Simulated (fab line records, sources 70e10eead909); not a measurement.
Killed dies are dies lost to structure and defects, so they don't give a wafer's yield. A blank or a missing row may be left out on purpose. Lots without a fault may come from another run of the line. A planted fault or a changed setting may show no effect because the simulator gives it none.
Chamber matching | flow nand_harc | NHARC_A_STAIRCASE_DEP_471 on pecvd-03: 3 sister chambers
The step deposits SiO2, target thk 100 nm. 3 wafers are shown with their chamber, then 10 later ones without.

WAFERS WITH THEIR CHAMBER
wafer  | chamber | heater_power_w (W)
L093.5 | 1       | 639
L094.1 | 2       | 450
L094.3 | 0       | 618

WAFERS WITHOUT THEIR CHAMBER
wafer  | heater_power_w (W)
L094.5 | 572
L095.2 | 383
L095.4 | 400
L095.5 | 578
L096.1 | 520
L096.4 | 598
L096.5 | 409
L097.2 | 499
L097.3 | 564
L097.6 | 483

WHICH CHAMBER EACH WENT THROUGH
wafer  | from the rows above          | in truth
L094.5 | can't be placed: 0 or 1 or 2 | 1
L095.2 | 2                            | 2
L095.4 | 2                            | 2
L095.5 | can't be placed: 0 or 1 or 2 | 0
L096.1 | can't be placed: 2 or 0 or 1 | 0
L096.4 | can't be placed: 0 or 1      | 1
L096.5 | 2                            | 2
L097.2 | can't be placed: 2 or 0 or 1 | 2
L097.3 | can't be placed: 0 or 1 or 2 | 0
L097.6 | 2                            | 2
Placed correctly: 4 of 10. Can't be placed from these rows: 6 (the true chamber is among the candidates in 6). Placed wrongly: 0.
How it was worked out, from the rows above alone: a wafer's distance from a chamber is the root of the sum, over the readings, of the square of ((its reading less the chamber's mean) divided by the reading's scatter). The wafer belongs to the nearest chamber; if the next one is less than 2 further off, it can't be placed. A chamber's mean is the mean of its shown wafers. The scatter: with one shown wafer a chamber, the root of the mean of the squares of how far each hidden wafer lies from its nearest shown one.
